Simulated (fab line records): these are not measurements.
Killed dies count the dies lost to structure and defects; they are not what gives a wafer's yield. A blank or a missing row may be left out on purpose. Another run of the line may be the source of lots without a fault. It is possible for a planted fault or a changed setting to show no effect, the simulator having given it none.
Comparing a struck lot with a sound one / flow n5 finfet / 19 steps out of a route of 1938
Sound: wafers L702.1, L702.3, L702.4. Wafers struck: L698.3, L698.4. The cause is named last.
At each step with rows: each side's tool, then ch and its chambers, then its first start. Under that, the readings that differ: sound wafers / struck wafers / difference of the means / sigmas: that difference in standard deviations of wafers without a fault.
alike: readings with means less than 2 such deviations apart, plus words and numbers identical on both sides. not compared: withheld readings, readings lacking a value on some wafer, bounds such as >300 that could conceal the same value, and numbers that have no deviation in the record and whose values overlap.
The two part at a step that has a row with sigmas, a row that says differs or no value, or rows on one side only. Numbers that don't overlap but have no deviation are shown without sigmas and don't part them. A reading that every wafer of one side lacks parts them only if that side has two wafers or more.

N5_BEOL_M1_RS_MEAS_58: uses a four-point probe to measure.
  sound on film metro-02, day 8 21:13; struck on film metro-01, day 7 13:57
  alike: M1_RS
N5_BEOL_M1_INSPECT_59: inspects for defects (darkfield).
  sound on defect inspect-01, day 8 21:14; struck on defect inspect-02, day 7 13:59
reading=raw defect count; sound=84 212 116; struck=62 79; difference=-67; sigmas=-2
N5_BEOL_M2_ILD_DEP_00: deposits SiOC from DEMS/O2, target thk 79 nm, time 15.3 s.
  sound on pecvd-04 ch 1,2, day 8 21:17; struck on pecvd-03 ch 1, day 7 14:01
  alike: chamber pressure Torr, heater power w, showerhead plenum p Torr, showerhead vpp V, throttle valve pct
N5_BEOL_M2_THK_MEAS_01:
  sound on film metro-02, day 8 21:21; struck on film metro-01, day 7 14:05
  alike: M2_ILD_THK
N5_BEOL_M2_PECVD_72: deposits SiO2 from TEOS/O2, target thk 16 nm, time 18 s.
  sound on pecvd-02 ch 0,1, day 8 21:23; struck on pecvd-02 ch 0,1, day 7 14:07
  alike: chamber pressure Torr, heater power w, showerhead plenum p Torr, showerhead vpp V, throttle valve pct
N5_BEOL_M2_HM_DEP_02: deposits TiN, target thk 20 nm.
  sound on pvd sputter-02, day 8 22:38; struck on pvd sputter-02, day 7 15:38
  alike: throttle valve pct
then, 6 steps without rows for these wafers: N5_BEOL_M2_COAT_61 (time 60 s, resist thk 60 nm); N5_BEOL_M2_COAT_62 (time 60 s, resist thk 12 nm); N5_BEOL_M2_COAT_73 (time 60 s, resist thk 5 nm); N5_BEOL_M2_COAT_05 (resist thk 30 nm); N5_BEOL_M2_EBR_07; N5_BEOL_M2_SOFTBAKE_06 (time 60 s).
N5_BEOL_M2_EXPOSE_08: exposes mask M2.
  sound on euv scanner-02 ch 0, day 8 22:53; struck on euv scanner-01 ch 0, day 7 15:55
reading=model.BEOL_M2.overlay x nm (nm); sound=0.6 0.6 0.6; struck=4 4; difference=+3; sigmas=
  alike: mask, reticle temp C
then, 2 steps without rows for these wafers: N5_BEOL_M2_PEB_09 (peb time 60 s); N5_BEOL_M2_DEVELOP_10 (develop time 30 s).
N5_BEOL_M2_CD_MEAS_11: the cd target is 16.79 nm.
  sound on cd sem-03 ch 0, day 8 23:01; struck on cd sem-02 ch 0, day 7 16:02
  alike: cd nm
N5_BEOL_M2_OVL_MEAS_12:
  sound on overlay-01 ch 0, day 8 23:03; struck on overlay-01 ch 0, day 7 16:05
reading=M2_OVL (nm); sound=1.1 1.0 0.9; struck=4.9 4.6; difference=+3.8; sigmas=+6
N5_BEOL_M2_INSPECT_13: inspects for defects (brightfield).
  sound on defect inspect-01, day 8 23:07; struck on defect inspect-01, day 7 16:07
  alike: raw defect count
N5_BEOL_M4_RC_MEAS_101:
  sound on prober-01 ch 0, day 10 08:14; struck on prober-02 ch 0, day 9 02:37
  alike: DIBL_N, DIBL_P, IOFF_N, IOFF_P, ION_N, ION_P, SS_N, SS_P, VT_N, VT_P

## WHERE THEY PART
First at N5_BEOL_M1_INSPECT_59; last, within this record, at N5_BEOL_M2_OVL_MEAS_12. Later steps at which nothing parts them and some readings are alike: N5_BEOL_M2_INSPECT_13, N5_BEOL_M4_RC_MEAS_101.

WHY: the cause the simulator had injected
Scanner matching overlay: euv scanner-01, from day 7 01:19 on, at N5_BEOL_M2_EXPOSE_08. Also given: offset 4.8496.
